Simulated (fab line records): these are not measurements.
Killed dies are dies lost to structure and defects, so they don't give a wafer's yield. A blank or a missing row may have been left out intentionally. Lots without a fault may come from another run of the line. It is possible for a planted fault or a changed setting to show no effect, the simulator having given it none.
Chamber matching + flow n5_finfet + 3 sister chambers for N5_BEOL_M9_CURE_71 on uv_cure-01
The step cures SiCOH lowk, time 240 s. 18 wafers are shown with their chamber, then 9 later ones without.

## WAFERS, EACH WITH ITS CHAMBER
| wafer  | chamber | wafer_temp_C_max | lamp_power_pct (%) |
|--------|---------|------------------|--------------------|
| L074.1 | 0       | 386.5            | 52.32              |
| L074.2 | 0       | 386.0            | 52.31              |
| L074.3 | 0       | 386.3            | 52.24              |
| L076.3 | 0       | 386.4            | 52.24              |
| L076.4 | 0       | 386.4            | 52.43              |
| L076.6 | 0       | 385.9            | 52.27              |
| L080.1 | 2       | 386.7            | 52.30              |
| L080.4 | 2       | 386.5            | 52.29              |
| L080.6 | 2       | 386.4            | 52.34              |
| L081.1 | 2       | 387.3            | 52.32              |
| L081.2 | 2       | 387.3            | 52.34              |
| L081.5 | 2       | 386.6            | 52.32              |
| L084.1 | 1       | 386.9            | 52.22              |
| L084.5 | 1       | 387.4            | 52.42              |
| L084.6 | 1       | 387.3            | 52.37              |
| L088.2 | 1       | 386.7            | 52.33              |
| L088.5 | 1       | 388.0            | 52.31              |
| L088.6 | 1       | 387.5            | 52.42              |

SIGNATURES, as means of the wafers listed above
| reading          | chamber 0 | chamber 1 | chamber 2 | scatter within a chamber |
|------------------|-----------|-----------|-----------|--------------------------|
| wafer_temp_C_max | 386.250   | 387.300   | 386.800   | 0.379                    |
| lamp_power_pct   | 52.3017   | 52.3450   | 52.3183   | 0.0614                   |
Rule: a wafer lies at a distance from a chamber equal to the root of the sum of squares, over the readings, of (its reading less the chamber's mean, divided by the reading's scatter). The wafer belongs to the nearest chamber; if the next one is less than 2 further off, it can't be placed. How the scatter is found: for the shown wafers, subtract from each reading the mean of its chamber, square and add these, divide the total by (wafers less chambers), then take the root.

## WAFERS WITH NO CHAMBER GIVEN
| wafer  | wafer_temp_C_max | lamp_power_pct (%) |
|--------|------------------|--------------------|
| L087.1 | 386.5            | 52.33              |
| L087.2 | 386.3            | 52.33              |
| L087.6 | 385.9            | 52.26              |
| L091.1 | 387.1            | 52.35              |
| L091.3 | 386.9            | 52.27              |
| L091.4 | 386.5            | 52.27              |
| L093.1 | 386.1            | 52.28              |
| L093.2 | 387.1            | 52.35              |
| L093.3 | 387.0            | 52.34              |

## EACH ONE'S CHAMBER
| wafer  | from the rows above          | in truth |
|--------|------------------------------|----------|
| L087.1 | can't be placed: 0 or 2 or 1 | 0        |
| L087.2 | can't be placed: 0 or 2      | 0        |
| L087.6 | can't be placed: 0 or 2      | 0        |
| L091.1 | can't be placed: 1 or 2 or 0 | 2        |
| L091.3 | can't be placed: 2 or 1 or 0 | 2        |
| L091.4 | can't be placed: 0 or 2 or 1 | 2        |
| L093.1 | can't be placed: 0 or 2      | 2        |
| L093.2 | can't be placed: 1 or 2 or 0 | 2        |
| L093.3 | can't be placed: 2 or 1 or 0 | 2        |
Correctly placed: 0 of 9. These rows do not allow placing 9 (true chamber among the candidates in 9). Placed wrongly: 0.
